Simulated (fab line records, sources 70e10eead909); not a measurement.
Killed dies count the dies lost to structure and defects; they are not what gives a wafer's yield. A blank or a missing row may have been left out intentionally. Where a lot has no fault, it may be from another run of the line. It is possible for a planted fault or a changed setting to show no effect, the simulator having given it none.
A lot that was struck, set against a sound lot	flow nandHarc	13 steps out of a route of 1302
Sound: wafers L235.2, L235.4, L235.5. The struck wafers were L227.3, L227.4, L227.6. The cause comes at the end.
Per side, at each step with rows, come the tool, then ch with its chambers, and then its first start. Under that, the readings that differ: sound wafers	struck wafers	difference of the means	sigmas: that difference in standard deviations of wafers without a fault.
alike: a reading whose means differ by less than 2 such deviations, as well as words and numbers matching on both sides. not compared: withheld readings; readings where some wafer has no value; bounds like >300 that might hide an equal value; numbers whose values overlap and for which the record gives no deviation.
Wherever a step has rows on one side only, a row that says differs or no value, or a row with sigmas, the two part there. Numbers that don't overlap but have no deviation are shown without sigmas and don't part them. A reading that every wafer of one side lacks parts them only if that side has two wafers or more.

first, 1 step without rows for these wafers: NHARC_THIN_TSV_SRD_23.
NHARC_THIN_TSV_DEGAS_53: time 60 s.
  sound: pvdSputter-02 at day 30 09:08; struck: pvdSputter-01 at day 27 16:14
  alike: heaterPowerW
NHARC_THIN_TSV_PRE_CLEAN_54: time 30 s.
  sound: pvdSputter-02 at day 30 09:14; struck: pvdSputter-01 at day 27 16:19
  alike: heaterPowerW
then, 8 steps without rows for these wafers: NHARC_THIN_TSV_PVD_55 (deposits TiN, target thk 50 nm); NHARC_THIN_TSV_PVD_24 (deposits Al, target thk 800 nm); NHARC_THIN_TSV_DEHYDRATE_25 (time 120 s); NHARC_THIN_TSV_HMDS_26 (time 30 s); NHARC_THIN_TSV_COAT_27; NHARC_THIN_TSV_SOFTBAKE_28 (time 95 s); NHARC_THIN_TSV_EBR_29; NHARC_THIN_TSV_EXPOSE_30 (exposes mask PAD).
NHARC_THIN_TSV_PEB_31: peb time 85 s.
  sound on lithoTrack-02 ch 0, day 30 10:11; struck on lithoTrack-03, day 27 17:17
  no value came back on the struck wafers for chillPlateTempC (C), exhaustPa (Pa); on the sound wafers chillPlateTempC (C) reads 22.91 22.95 22.96
then, 1 step without rows for these wafers: NHARC_THIN_TSV_DEVELOP_32 (time 70 s).

## WHERE THEY PART
Only at NHARC_THIN_TSV_PEB_31, within this record.

WHY: the cause the simulator had injected
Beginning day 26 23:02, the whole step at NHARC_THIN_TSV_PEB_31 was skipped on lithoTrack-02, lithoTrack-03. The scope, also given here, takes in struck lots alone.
